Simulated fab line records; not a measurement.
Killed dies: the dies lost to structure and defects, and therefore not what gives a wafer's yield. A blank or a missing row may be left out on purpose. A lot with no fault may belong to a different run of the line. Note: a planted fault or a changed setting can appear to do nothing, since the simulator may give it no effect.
Split-lot experiment + flow n5Finfet + 39 wafers read from 7 lots, route of 1938 steps

THE SPLIT
At N5_BEOL_M7_ILD_DEP_00 (deposits SiCOH lowk from DEMS/porogen, target thk 179.75 nm, time 33.4 s), the setting timeS was moved away from the recipe's 33.4 s on 15 of the 39 wafers read, by -46.1% to +47.4%. For the rest of the wafers, this setting stayed at what the recipe calls for.

FROM SPLIT TO READING: 1 step shown by the file between the two
- N5_BEOL_M7_CURE_74: cures SiCOH lowk, time 240 s

THE READING
At N5_BEOL_M7_THK_MEAS_01: M7_ILD_THK, given in nm. Typical for fault-free wafers on this fab line: 155.1 nm, with standard deviation 1.8 nm.

| wafer  | tool, chamber at the split | timeS as run, s | against the recipe | M7_ILD_THK, nm | against lot-mates on the recipe |
|--------|----------------------------|-----------------|--------------------|----------------|---------------------------------|
| L074.1 | pecvd-01, 0                | 33.4            | recipe             | 154.3          | -                               |
| L074.2 | pecvd-01, 1                | 33.4            | recipe             | 151.6          | -                               |
| L074.3 | pecvd-01, 2                | 33.4            | recipe             | 152.9          | -                               |
| L074.4 | pecvd-01, 2                | 33.4            | recipe             | 155.7          | -                               |
| L074.5 | pecvd-01, 0                | 33.4            | recipe             | 154.4          | -                               |
| L074.6 | pecvd-01, 1                | 33.4            | recipe             | 155.1          | -                               |
| L086.1 | pecvd-01, 1                | 41.82           | +25.2%             | 189.0          | +34.7                           |
| L086.2 | pecvd-01, 0                | 41.82           | +25.2%             | 189.7          | +35.4                           |
| L086.3 | pecvd-01, 2                | 33.4            | recipe             | 154.1          | -                               |
| L086.4 | pecvd-01, 0                | 41.82           | +25.2%             | 193.5          | +39.2                           |
| L086.5 | pecvd-01, 1                | 33.4            | recipe             | 154.1          | -                               |
| L086.6 | pecvd-01, 2                | 33.4            | recipe             | 154.7          | -                               |
| L085.1 | pecvd-01, 2,0              | 21.43           | -35.8%             | 100.1          | -54.7                           |
| L085.2 | pecvd-01, 0                | 21.43           | -35.8%             | 99.0           | -55.8                           |
| L085.3 | pecvd-01, 1                | 33.4            | recipe             | 153.4          | -                               |
| L085.4 | pecvd-01, 2                | 33.4            | recipe             | 154.8          | -                               |
| L085.5 | pecvd-01, 1                | 33.4            | recipe             | 156.2          | -                               |
| L085.6 | pecvd-01, 2,0              | 21.43           | -35.8%             | 100.2          | -54.6                           |
| L088.1 | pecvd-01, 0                | 33.4            | recipe             | 153.4          | -                               |
| L088.2 | pecvd-01, 2                | 40.5            | +21.3%             | 185.5          | +31.0                           |
| L088.3 | pecvd-01, 1                | 33.4            | recipe             | 153.8          | -                               |
| L088.4 | pecvd-01, 1                | 40.5            | +21.3%             | 190.3          | +35.8                           |
| L088.5 | pecvd-01, 0                | 40.5            | +21.3%             | 188.8          | +34.3                           |
| L088.6 | pecvd-01, 2                | 33.4            | recipe             | 156.2          | -                               |
| L093.1 | pecvd-03, 2                | 49.22           | +47.4%             | 226.0          | +70.7                           |
| L093.2 | pecvd-03, 1                | 33.4            | recipe             | 153.8          | -                               |
| L093.3 | pecvd-03, 0                | 33.4            | recipe             | 154.2          | -                               |
| L093.4 | pecvd-03, 0                | 33.4            | recipe             | 158.0          | -                               |
| L093.5 | pecvd-03, 2                | 49.22           | +47.4%             | 228.4          | +73.1                           |
| L093.6 | pecvd-03, 1                | 49.22           | +47.4%             | 227.3          | +72.0                           |
| L096.1 | pecvd-01, 1                | 33.4            | recipe             | 154.5          | -                               |
| L096.2 | pecvd-01, 2                | 33.4            | recipe             | 155.9          | -                               |
| L096.5 | pecvd-01, 1                | 33.4            | recipe             | 155.6          | -                               |
| L095.1 | pecvd-01, 1,2              | 33.4            | recipe             | 153.9          | -                               |
| L095.2 | pecvd-01, 0,1              | 18.01           | -46.1%             | 85.3           | -68.7                           |
| L095.3 | pecvd-01, 1,2              | 33.4            | recipe             | 153.7          | -                               |
| L095.4 | pecvd-01, 0,1              | 18.01           | -46.1%             | 85.3           | -68.7                           |
| L095.5 | pecvd-01, 2                | 33.4            | recipe             | 154.4          | -                               |
| L095.6 | pecvd-01, 0                | 18.01           | -46.1%             | 86.0           | -68.0                           |
The file does not say which wafer passed through which chamber wherever a row lists several chambers: such a row stands for several wafers.

THE FIT
A straight line over all 39 wafers: M7_ILD_THK changes by +1.52 nm for each +1% of timeS; r = +1.00; the points scatter about the line by 1.6 nm.
The same after taking each lot's own level away (the mean of its wafers on the recipe; 39 wafers): +1.51 nm for each +1%; r = +1.00; scatter 1.5 nm.
According to that fit, moving timeS by its largest amount changes the reading by 71 nm.
The lots' own levels span 154.00 to 155.33 nm, that is 0.7 times the standard deviation above.
The two slopes are in agreement: the lot-to-lot level therefore moves the slope only a little.
Check: with one of the wafers moved furthest among these (+47.4%) left out of the fit, the line predicts +71.6 nm for it against its lot-mates. Against them it came out at +70.7 nm.

THE WHOLE CHAIN: every reading that the file lists as answering this split, in the file's order
| step                   | what it does                                                             | reading                                                                                 | change (the file's fit)              | r (the file's) |
|------------------------|--------------------------------------------------------------------------|-----------------------------------------------------------------------------------------|--------------------------------------|----------------|
| N5_BEOL_M7_ILD_DEP_00  | deposits SiCOH lowk from DEMS/porogen, target thk 179.75 nm, time 33.4 s | SiCOH_lowk_of_BEOL_M7_ILD_DEP_00.thkNm (the simulator's own value, which no gauge read) | +1.73 nm for each +1% of the setting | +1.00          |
| N5_BEOL_M7_CURE_74     | cures SiCOH lowk, time 240 s                                             | SiCOH_lowk_of_BEOL_M7_ILD_DEP_00.thkNm (the simulator's own value, which no gauge read) | +1.51 nm for each +1% of the setting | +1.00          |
| N5_BEOL_M7_THK_MEAS_01 |                                                                          | M7_ILD_THK                                                                              | +1.51 for each +1% of the setting    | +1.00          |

FILE'S OWN FIT
M7_ILD_THK changes by +1.51 nm for each +1% of timeS, r = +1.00.
